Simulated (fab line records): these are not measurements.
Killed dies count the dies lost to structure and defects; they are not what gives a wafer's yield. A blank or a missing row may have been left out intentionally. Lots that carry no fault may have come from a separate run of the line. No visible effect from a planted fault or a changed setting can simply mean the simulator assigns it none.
Which tool was responsible?	flow n5_finfet	29 wafers from 10 lots sampled at 4 of the route's 1938 steps

WHAT EACH GAUGE READ, for each wafer
N5_BEOL_M4_RC_MEAS_101.
lot	measured	on	RS_PWELL (ohm/sq)
L740	day 8 02:19	prober-02	2986 2998 3008
L741	day 8 05:23	prober-02	2979 2973 2976
L744	day 9 09:13	prober-01	3036 3008 3013
L745	day 9 08:11	prober-02	3018 2979 3020
L746	day 9 17:25	prober-01	3001 2987 2975
L750	day 10 19:25	prober-01	3049 2985
L753	day 12 16:50	prober-01	3030 3013 3025
L754	day 12 11:37	prober-01	2728 2728 2741
L755	day 12 21:28	prober-01	2979 3018 2989
L756	day 12 22:21	prober-02	2693 2692 2702

WHICH TOOL RAN EACH LOT (tool, then ch and the chambers of the sampled wafers, then the start)
lot	N5_WELL_APT_IMPLANT_32	N5_WELL_APT_RTA_34	N5_FIN_SAQP_DENSIFY_62
L740	implanter-02 ch 0, day 1 21:16	rtp_anneal-01 ch 0, day 1 22:36	rtp_anneal-01 ch 0, day 2 03:59
L741	implanter-01 ch 0, day 2 03:29	rtp_anneal-01 ch 0, day 2 04:29	rtp_anneal-01 ch 0, day 2 09:47
L744	implanter-02 ch 0, day 2 21:31	rtp_anneal-01 ch 0, day 2 22:43	rtp_anneal-02 ch 0, day 3 03:34
L745	implanter-01 ch 0, day 3 03:17	rtp_anneal-01 ch 0, day 3 03:47	rtp_anneal-02 ch 0, day 3 10:36
L746	implanter-02 ch 0, day 3 09:43	rtp_anneal-02 ch 0, day 3 10:11	rtp_anneal-02 ch 0, day 3 16:59
L750	implanter-02 ch 0, day 4 09:47	rtp_anneal-01 ch 0, day 4 10:31	rtp_anneal-01 ch 0, day 4 16:19
L753	implanter-01 ch 0, day 5 03:32	rtp_anneal-02 ch 0, day 5 04:02	rtp_anneal-02 ch 0, day 5 08:55
L754	implanter-02 ch 0, day 5 09:42	rtp_anneal-01 ch 0, day 5 10:11	rtp_anneal-02 ch 0, day 5 15:22
L755	implanter-01 ch 0, day 5 15:35	rtp_anneal-02 ch 0, day 5 16:05	rtp_anneal-01 ch 0, day 5 20:29
L756	implanter-02 ch 0, day 5 21:20	rtp_anneal-01 ch 0, day 5 21:56	rtp_anneal-01 ch 0, day 6 02:28
- N5_WELL_APT_IMPLANT_32
- N5_WELL_APT_RTA_34: time 10 s.
- N5_FIN_SAQP_DENSIFY_62: time 60 s.

THE ANSWER, worked out from the rows above alone
Rule: the usual values come from the lots themselves. Put in order of their means at a reading, lots are off if they are a third of the lots or fewer, leave a main group of 4 or more, and stand apart from it by a gap of 3 or more times the standard deviation of the main group's means; of several such gaps the widest counts. A main group whose means are all the same, to the digits that the tables above print for the reading, isn't used. Also off: a lot with no number at a reading for which 4 or more lots have one. All remaining lots with rows at the step are treated as sound.
Off: at N5_BEOL_M4_RC_MEAS_101 (RS_PWELL), L754, L756. The main group has a mean of 3003 ohm/sq with a standard deviation of 15.
If a tool, at a process step before that reading, ran all the lots that are off and no sound lot after the first of them, it fits. The gauges at N5_BEOL_M4_RC_MEAS_101 are tried like those tools. This does not decide it: 2 tools fit, namely implanter-02 at N5_WELL_APT_IMPLANT_32 and rtp_anneal-01 at N5_WELL_APT_RTA_34.

WHAT THE SIMULATOR HAD PUT IN
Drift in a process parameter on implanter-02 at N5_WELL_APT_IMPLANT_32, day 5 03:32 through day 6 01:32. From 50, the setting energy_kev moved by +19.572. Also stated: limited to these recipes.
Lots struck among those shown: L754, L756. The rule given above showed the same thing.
